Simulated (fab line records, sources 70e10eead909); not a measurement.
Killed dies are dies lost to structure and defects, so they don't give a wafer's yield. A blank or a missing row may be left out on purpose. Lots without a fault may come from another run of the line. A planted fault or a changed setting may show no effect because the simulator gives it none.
Problem report in the 8D (eight disciplines) form, filled by code | flow nand_harc | the parts of the form that need people (team, actions taken, sign-off) are left out

1. THE PROBLEM
sort_bin_2_pct at NHARC_END_SORT_01 reads a mean of 95.9 % on 1 wafer of 1 lot; wafers without a fault read 1.3 % with a standard deviation of 0.63. That is +99 or more standard deviations from the usual mean.
First seen on wafer L782.1, day 25 18:58, on prober-02. The record holds 3 wafers of 1 lot with a number at this step. Rule for "out", or "out of limits": more than 4 standard deviations from the usual mean. The other wafers with a number count as sound.

2. WHAT IT IS AND WHAT IT IS NOT
question                    | is                                                                                                                  | is not
which readings at this step | sort_bin_2_pct, defect_limited_yield, killed_at_array, killed_dies, sort_n_pass, sort_rim_yield_pct, sort_yield_pct | killed_at_other, killed_at_periphery, killed_open, killed_short, sort_bin_3_pct, sort_bin_4_pct
which lots                  | L782                                                                                                                | -
which wafers of those lots  | L782.1                                                                                                              | L782.2, L782.3
read on which gauges        | prober-02                                                                                                           | -
when                        | from day 25 18:58                                                                                                   | up to then (0 sound wafers); but 2 sound wafers of L782 came after

3. SUSPECTS, AND WHAT RULES EACH OUT
Counting: a tool at a process step up to the reading stays a suspect if it ran every lot that is out. Sound lots after the first of them don't rule it out here, since some wafers of a struck lot are sound.
- the gauge at NHARC_END_SORT_01: kept. All the wafers that are out were read on prober-02, and no step on other tools shows them out.
- pecvd-03 at NHARC_A_BONDPAD_DEP_00 (deposits SiCN, target thk 250 nm): kept. It ran the lot that is out, L782 (day 22 18:28).
- pvd_sputter-03 at NHARC_A_BONDPAD_PVD_27 (deposits Cu, target thk 30 nm, time 20.49 s): kept. It ran the lot that is out, L782 (day 22 21:13).
- Within pecvd-03 at NHARC_A_BONDPAD_DEP_00: the wafers that are out ran in chamber 1; their sound lot-mates ran in chambers 0, 2.
Left after counting: pecvd-03 at NHARC_A_BONDPAD_DEP_00, pvd_sputter-03 at NHARC_A_BONDPAD_PVD_27, prober-02 at NHARC_END_SORT_01.

4. THE CAUSE (what the simulator had put in)
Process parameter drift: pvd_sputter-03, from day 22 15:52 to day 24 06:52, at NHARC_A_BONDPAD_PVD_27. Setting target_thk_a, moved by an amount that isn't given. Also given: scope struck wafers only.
Counting left 3 suspects, and this tool is among them.

5. THE CHAIN OF EFFECTS, in route order
Each row: a reading whose mean over the struck wafers that have a number lies more than 3 standard deviations from the usual. Only readings for which the record gives a usual standard deviation are gone through. hours: the time from each lot's start at the first step in this table that gives one to its start at this step, as a median over the lots. sigmas: the change in usual standard deviations.
hours | step              | reading              | usual  | on struck wafers | change | sigmas
0     | NHARC_END_SORT_01 | defect_limited_yield | 95.6 % | 0.3              | -95.3  | -60
0     | NHARC_END_SORT_01 | killed_at_array      | 26     | 670              | +644   | +59
0     | NHARC_END_SORT_01 | killed_dies          | 29     | 675              | +646   | +59
0     | NHARC_END_SORT_01 | sort_bin_2_pct       | 1.3 %  | 95.9             | +94.6  | +99 or more
0     | NHARC_END_SORT_01 | sort_n_pass          | 648    | 2                | -646   | -59
0     | NHARC_END_SORT_01 | sort_rim_yield_pct   | 95 %   | 0                | -95    | -28
0     | NHARC_END_SORT_01 | sort_yield_pct       | 95.6 % | 0.3              | -95.3  | -60

6. WHAT WOULD HAVE CAUGHT IT SOONER
In this record the first reading out of limits at a measuring or inspecting step was taken at day 25 18:58, 75 hours after the fault began at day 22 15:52.
Of the tool readings at NHARC_A_BONDPAD_PVD_27 for which the record gives a usual standard deviation, none was out on any struck wafer, so an alarm limit of 4 standard deviations on them would not have fired.
All the lots that are out (1) had begun NHARC_A_BONDPAD_PVD_27 on pvd_sputter-03 by day 25 18:58. A hold on the tool at that time would have spared none of them.
